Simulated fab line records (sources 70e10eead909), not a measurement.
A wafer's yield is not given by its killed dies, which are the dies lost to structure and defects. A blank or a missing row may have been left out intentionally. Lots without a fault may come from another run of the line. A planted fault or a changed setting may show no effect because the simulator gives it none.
fab line records	flow nandHarc	part 2 of 2: steps 5 to 6 of 6
record: lots: 24	wafers: 72	lastDay: 34
route steps=1302 shown P_M2@335 P_BONDPAD@365
lots that met no fault: from a run of the same line without faults
startH: start of the lot's first displayed wafer, in hours after the record's first day	waitH: hours from the lot's prior step to this one	" unchanged from the row above	L1.1+2: one row covering several wafers at once	- no value, or no start was given	* or withheld: withheld	< > ~ a bound
route shown NAME@n: NAME is a module with steps in the file, n the number in the route of the first one	usual: mean/standard deviation of fault-free wafers	same: alike in all rows	chamber/n: place in a boat	sites: each site's reading	_std_site: how widely they spread, as a standard deviation	_edge_site: inner sites' mean taken away from outer sites' mean	radiusMm: for every site, how far away it sits from the centre of the wafer	mask NAME#n: copy n	behind: the tool/chamber that last shaped the wafer	hold: why the lot went on hold/how many hours it stayed there/how the hold came to an end	device: transistor that didn't switch, given as n, p or np	end of line: the same wafers' tests at the end of the route	step lacking rows: just its recipe	killed: not the wafer's yield, but the dies lost to structure and defects at the first sort	map: shows each die of a wafer: x if killed, . if not, _ if none is there
set.NAME: the setting the step ran with; set.NAME@STEP: the setting that earlier step ran with	model.NAME: the simulator's own value behind a step, which no gauge read
one table for each step of the route and one row for each wafer, over a sample of lots
services: from which hour (startH, from the record's first day; less than 0 if before it) a tool's chamber was out of use, for how many hours, and why
== steps ==
step: NHARC_P_BONDPAD_PVD_27
recipe: targetThkA: 300	chamberPressurePa: 5	powerW: 5000	substrateTempC: 30	timeS: 20.49	material: Cu
usual: cathodeDcPowerW: 5000.0/0.88	throttleValvePct: 30.5/0.83
lot.wafer	tool	chamber	startH	waitH	cathodeDcPowerW	throttleValvePct
L074.2	pvdSputter-01	-	-	-	4999.9	31.1
L074.6	"	-	"	"	5000.0	29.8
L074.5	"	-	"	"	4999.8	29.6
L075.2	pvdSputter-01	-	-	-	4999.6	29.9
L075.6	"	-	"	"	4999.5	29.3
L075.5	"	-	"	"	4999.8	31.1
L076.2	pvdSputter-01	-	-	-	4999.8	31.3
L076.1	"	-	"	"	4998.6	31.5
L076.6	"	-	"	"	5000.9	31.0
L077.1	pvdSputter-02	-	-	-	4999.5	32.2
L077.3	"	-	"	"	5000.0	31.6
L077.5	"	-	"	"	5000.1	30.5
L078.4	pvdSputter-02	-	-	-	4999.9	31.7
L078.2	"	-	"	"	5000.7	32.2
L078.3	"	-	"	"	5000.8	30.9
L079.3	pvdSputter-02	-	-	-	4999.8	31.6
L079.4	"	-	"	"	5000.1	30.7
L079.2	"	-	"	"	4999.9	32.5
L080.3	pvdSputter-01	-	-	-	5001.6	29.6
L080.6	"	-	"	"	5000.0	31.6
L080.5	"	-	"	"	5000.2	29.7
L081.4	pvdSputter-03	-	-	-	4998.7	30.5
L081.6	"	-	"	"	5001.0	29.4
L081.5	"	-	"	"	4999.1	30.9
L083.2	pvdSputter-03	-	-	-	5000.4	29.5
L083.3	"	-	"	"	4998.7	29.7
L083.6	"	-	"	"	5000.2	30.7
L082.2	pvdSputter-03	-	-	-	4999.9	29.7
L082.4	"	-	"	"	4999.9	29.4
L082.1	"	-	"	"	4999.6	30.8
L084.2	pvdSputter-03	-	-	-	5000.5	30.3
L084.4	"	-	"	"	5000.4	29.8
L084.5	"	-	"	"	4999.9	29.6
L085.1	pvdSputter-02	-	-	-	4998.8	30.9
L085.3	"	-	"	"	4999.8	30.8
L085.6	"	-	"	"	4998.4	31.4
L086.4	pvdSputter-02	-	-	-	5000.7	31.3
L086.2	"	-	"	"	5001.0	32.1
L086.5	"	-	"	"	5001.3	31.5
L088.1	pvdSputter-03	-	-	-	5000.2	30.9
L088.6	"	-	"	"	5000.3	30.5
L088.5	"	-	"	"	4999.0	29.4
L087.4	pvdSputter-01	-	-	-	5000.6	29.5
L087.1	"	-	"	"	4998.2	29.9
L087.3	"	-	"	"	4999.4	30.9
L089.1	pvdSputter-03	-	-	-	4999.0	29.6
L089.4	"	-	"	"	4999.5	30.6
L089.5	"	-	"	"	5001.3	30.4
L090.4	pvdSputter-01	-	-	-	4998.5	29.6
L090.1	"	-	"	"	5000.7	30.9
L090.6	"	-	"	"	4998.0	30.2
L091.3	pvdSputter-01	-	-	-	5000.0	29.6
L091.2	"	-	"	"	4998.9	30.1
L091.6	"	-	"	"	4999.7	29.3
L092.4	pvdSputter-02	-	-	-	5000.5	31.9
L092.2	"	-	"	"	5000.1	30.1
L092.5	"	-	"	"	5001.2	31.8
L093.4	pvdSputter-01	-	-	-	4999.8	30.9
L093.6	"	-	"	"	5000.3	29.5
L093.5	"	-	"	"	5000.7	29.7
L094.1	pvdSputter-02	-	-	-	5001.5	31.8
L094.4	"	-	"	"	4999.7	29.9
L094.6	"	-	"	"	5000.0	31.1
L095.1	pvdSputter-01	-	-	-	5001.9	29.2
L095.3	"	-	"	"	5000.4	29.5
L095.6	"	-	"	"	4999.8	31.0
L096.1	pvdSputter-02	-	-	-	4999.4	30.8
L096.4	"	-	"	"	5000.9	31.7
L096.6	"	-	"	"	5000.0	30.1
L097.2	pvdSputter-03	-	-	-	5000.0	29.9
L097.3	"	-	"	"	4999.7	30.2
L097.5	"	-	"	"	4999.9	30.1
step: NHARC_P_BONDPAD_ACTIVATE_29
recipe: timeS: 60	n2FlowSccm: 200	arFlowSccm: 0	biasPowerW: 0	chemistry: N2
usual: drypumpMotorCurrentA: 5.6/0.41	mfcArSccm: 0.005/0.0083	oesProductAu: 1.002/0.0098	rfVppV: 64.2/0.84	showerheadPlenumPTorr: 1.79/0.073
lot.wafer	tool	chamber	startH	waitH	drypumpMotorCurrentA	mfcArSccm	oesProductAu	rfHoursCounterH	rfVppV	showerheadPlenumPTorr
L074.2	rieDiel-04	0	133.49	0.1	5.6	0.005	0.999	3.3	64.6	1.70
L074.6	"	0	"	"	5.6	0.005	0.999	-	63.5	1.70
L074.5	"	1	"	"	5.0	0.001	1.016	-	65.4	1.86
L075.2	rieDiel-04	2	145.53	0.1	5.8	0	0.999	3.4	64.9	1.77
L075.5	"	1	"	"	5.0	0.001	1.003	-	64.8	1.86
L075.6	"	2	"	"	5.8	0	1.008	-	65.5	1.77
L076.2	rieDiel-04	2	167.10	0.1	5.8	0	0.992	3.8	63.7	1.77
L076.1	"	3	"	"	5.1	0	1.017	4.1	65.2	1.86
L076.6	"	3	"	"	5.1	0	1.022	-	64.1	1.86
L077.1	rieDiel-04	3	172.27	0.1	5.1	0	1.020	4.2	64.3	1.86
L077.3	"	1	"	"	5.1	0.001	1.007	3.7	64.7	1.86
L077.5	"	0	"	"	5.6	0.005	1.005	-	63.8	1.70
L078.4	rieDiel-04	3	176.00	0.1	5.1	0	1.013	4.3	64.6	1.86
L078.3	"	1	"	"	5.0	0.001	0.998	3.8	64.7	1.86
L078.2	"	2	"	"	5.9	0	0.997	4.0	63.5	1.77
L079.2	rieDiel-13	2	191.67	0.1	6.2	0	1.007	1.6	64.5	1.88
L079.3	"	0	"	"	5.9	0	0.998	1.4	63.6	1.74
L079.4	"	1	"	"	5.4	0.011	1.006	1.3	63.7	1.68
L080.3	rieDiel-13	1	202.45	0.1	5.4	0.011	1.023	1.6	64.4	1.68
L080.6	"	1	"	"	5.4	0.011	1.017	-	63.9	1.68
L080.5	"	2	"	"	6.2	0	1.006	-	65.3	1.88
L081.4	rieDiel-04	1	204.57	0.1	5.1	0.001	1.007	0.4	64.8	1.86
L081.6	"	2	"	"	5.8	0	1.011	-	62.7	1.77
L081.5	"	3	"	"	5.1	0	1.008	-	65.2	1.86
L083.3	rieDiel-07	0	222.85	0.1	4.9	0	1.011	7.1	64.6	1.78
L083.2	"	1	"	"	5.2	0	1.009	6.5	64.7	1.90
L083.6	"	2	"	"	4.9	0	0.995	-	62.7	1.70
L082.2	rieDiel-13	1	223.64	0.1	5.4	0.011	1.009	3.6	63.2	1.68
L082.4	"	2	"	"	6.2	0	0.994	3.9	64.5	1.88
L082.1	"	3	"	"	5.9	0.020	0.975	3.9	64.2	1.81
L084.4	rieDiel-13	2	235.54	0.1	6.2	0	0.993	4.6	64.1	1.88
L084.2	"	3	"	"	5.9	0.020	0.996	4.4	65.2	1.80
L084.5	"	2	"	"	6.2	0	1.007	-	63.0	1.88
L085.1	rieDiel-04	1	252.08	0.1	5.1	0.001	0.990	1.3	65.4	1.86
L085.3	"	3	"	"	5.1	0	1.010	1.7	65.1	1.86
L085.6	"	0	"	"	5.6	0.005	0.998	-	63.9	1.70
L086.4	rieDiel-13	1	256.76	0.1	5.4	0.011	1.029	4.5	63.3	1.68
L086.2	"	3	"	"	5.9	0.020	0.996	4.9	64.1	1.80
L086.5	"	1	"	"	5.4	0.011	1.013	-	63.6	1.68
L088.1	rieDiel-04	1	282.47	0.1	5.1	0.001	0.998	2.6	64.3	1.86
L088.6	"	0	"	"	5.6	0.005	0.991	-	61.4	1.70
L088.5	"	1	"	"	5.0	0.001	0.991	-	63.9	1.86
L087.3	rieDiel-13	3	283.12	0.1	5.9	0.020	0.992	6.4	64.5	1.80
L087.4	"	0	"	"	5.9	0	0.999	5.9	63.1	1.74
L087.1	"	2	"	"	6.2	0	0.998	6.9	65.0	1.88
L089.4	rieDiel-13	0	289.68	0.1	5.9	0	1.012	6.6	64.1	1.74
L089.1	"	3	"	"	5.9	0.020	0.992	7.4	65.2	1.80
L089.5	"	0	"	"	5.9	0	1.002	-	65.6	1.74
L090.1	rieDiel-04	3	297.67	0.1	5.1	0	1.014	3.4	64.5	1.86
L090.6	"	1	"	"	5.1	0.001	1.002	-	62.9	1.86
L090.4	"	2	"	"	5.8	0	1.002	-	63.4	1.77
L091.2	rieDiel-04	3	308.66	0.1	5.1	0	1.009	3.6	65.2	1.86
L091.3	"	2	"	"	5.9	0	1.009	3.3	64.8	1.77
L091.6	"	3	"	"	5.1	0	1.016	-	64.4	1.86
L092.4	rieDiel-04	1	312.96	0.1	5.1	0.001	1.007	3.5	64.1	1.86
L092.2	"	2	"	"	5.8	0	0.998	3.4	65.3	1.77
L092.5	"	0	"	"	5.6	0.005	0.997	-	64.6	1.70
L093.4	rieDiel-13	0	333.18	0.1	5.8	0	1.000	-	63.4	1.74
L093.6	"	2	"	"	6.2	0	1.007	-	65.0	1.88
L093.5	"	3	"	"	5.9	0.020	0.990	-	65.1	1.80
L094.4	rieDiel-13	1	340.36	0.1	5.4	0.011	1.002	8.0	64.2	1.68
L094.1	"	0	"	"	5.9	0	0.995	8.7	63.2	1.74
L094.6	"	2	"	"	6.3	0	1.005	-	64.6	1.88
L095.1	rieDiel-04	0	354.71	0.1	5.6	0.005	0.990	4.7	64.1	1.70
L095.3	"	1	"	"	5.1	0.001	1.011	4.5	64.0	1.86
L095.6	"	2	"	"	5.9	0	1.020	-	65.0	1.77
L096.1	rieDiel-13	3	357.66	0.1	5.9	0.020	0.986	0.2	65.7	1.80
L096.4	"	1	"	"	5.4	0.011	1.002	0.3	63.2	1.68
L096.6	"	3	"	"	5.9	0.020	0.997	-	65.6	1.80
L097.3	rieDiel-13	3	365.59	0.1	5.9	0.020	0.992	0.8	64.3	1.80
L097.2	"	0	"	"	5.9	0	1.001	0.7	64.4	1.74
L097.5	"	3	"	"	5.9	0.020	0.981	-	64.8	1.80
== services ==
tool	chamber	startH	hours	kind
pvdSputter-02	-	104.00	10.0	pm
rieDiel-02	3	106.32	3.7	repair
rieDiel-06	0	106.67	7.9	repair
rieDiel-04	-	119.10	0.2	repair
pvdSputter-03	-	120.28	3.3	repair
rieDiel-13	0	128.78	46.4	repair
rieDiel-06	-	130.23	9.0	pm
rieDiel-06	1	155.53	5.0	repair
rieDiel-13	-	165.00	9.0	pm
pvdSputter-03	-	170.14	10.0	pm
rieDiel-04	-	177.90	9.0	pm
rieDiel-02	-	216.70	9.0	pm
pvdSputter-02	-	217.93	5.0	repair
pvdSputter-01	-	220.10	9.8	repair
rieDiel-06	1	227.82	1.7	repair
pvdSputter-01	-	229.91	10.0	pm
pvdSputter-03	-	281.20	0.9	repair
pvdSputter-02	-	283.67	10.0	pm
rieDiel-06	2	288.14	3.3	repair
rieDiel-04	0	296.45	2.3	repair
rieDiel-13	1	318.85	16.9	repair
rieDiel-13	-	342.00	9.0	pm
pvdSputter-03	-	348.14	10.0	pm
rieDiel-04	-	354.90	9.0	pm
